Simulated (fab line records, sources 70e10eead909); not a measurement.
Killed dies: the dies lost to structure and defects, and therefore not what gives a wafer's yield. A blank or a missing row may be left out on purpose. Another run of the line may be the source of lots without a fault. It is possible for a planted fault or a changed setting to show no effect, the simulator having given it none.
Chamber matching || flow nandHarc || NHARC_A_STAIRCASE_DEP_151 on pecvd-01: 3 sister chambers
The step deposits SiO2, target thk 7200 nm. 6 wafers are shown with their chamber, then 7 later ones without.

WAFERS, EACH WITH ITS CHAMBER
{"wafer": "L081.2", "chamber": 1, "heaterPowerW (W)": 623, "susceptorTempC (C)": 399.70}
{"wafer": "L081.6", "chamber": 1, "heaterPowerW (W)": 532, "susceptorTempC (C)": 399.58}
{"wafer": "L088.4", "chamber": 2, "heaterPowerW (W)": 631, "susceptorTempC (C)": 399.84}
{"wafer": "L088.5", "chamber": 0, "heaterPowerW (W)": 584, "susceptorTempC (C)": 399.81}
{"wafer": "L093.3", "chamber": 2, "heaterPowerW (W)": 747, "susceptorTempC (C)": 400.17}
{"wafer": "L093.4", "chamber": 0, "heaterPowerW (W)": 583, "susceptorTempC (C)": 400.22}

WAFERS WHOSE CHAMBER IS MISSING
{"wafer": "L093.6", "heaterPowerW (W)": 568, "susceptorTempC (C)": 399.85}
{"wafer": "L092.4", "heaterPowerW (W)": 590, "susceptorTempC (C)": 400.05}
{"wafer": "L092.5", "heaterPowerW (W)": 630, "susceptorTempC (C)": 400.04}
{"wafer": "L092.6", "heaterPowerW (W)": 568, "susceptorTempC (C)": 400.11}
{"wafer": "L095.2", "heaterPowerW (W)": 608, "susceptorTempC (C)": 399.58}
{"wafer": "L095.3", "heaterPowerW (W)": 786, "susceptorTempC (C)": 399.83}
{"wafer": "L095.6", "heaterPowerW (W)": 569, "susceptorTempC (C)": 400.27}

CHAMBER TAKEN BY EACH
{"wafer": "L093.6", "from the rows above": "can't be placed: 0 or 1 or 2", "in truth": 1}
{"wafer": "L092.4", "from the rows above": "can't be placed: 0 or 2 or 1", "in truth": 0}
{"wafer": "L092.5", "from the rows above": "can't be placed: 0 or 2 or 1", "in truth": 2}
{"wafer": "L092.6", "from the rows above": "can't be placed: 0 or 2 or 1", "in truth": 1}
{"wafer": "L095.2", "from the rows above": "can't be placed: 1 or 0 or 2", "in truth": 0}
{"wafer": "L095.3", "from the rows above": "can't be placed: 2 or 0 or 1", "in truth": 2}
{"wafer": "L095.6", "from the rows above": "can't be placed: 0 or 2 or 1", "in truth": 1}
Placed correctly: 0 of 7. Can't be placed from these rows: 7 (the true chamber is among the candidates in 7). Placed wrongly: 0.
How it was worked out, from the rows above alone: a wafer's distance from a chamber is the root of the sum, over the readings, of the square of ((its reading less the chamber's mean) divided by the reading's scatter). The wafer belongs to the nearest chamber; if the next one is less than 2 further off, it can't be placed. The mean given for a chamber averages the wafers shown for that chamber. How the scatter is found: for the shown wafers, subtract from each reading the mean of its chamber, square and add these, divide the total by (wafers less chambers), then take the root.
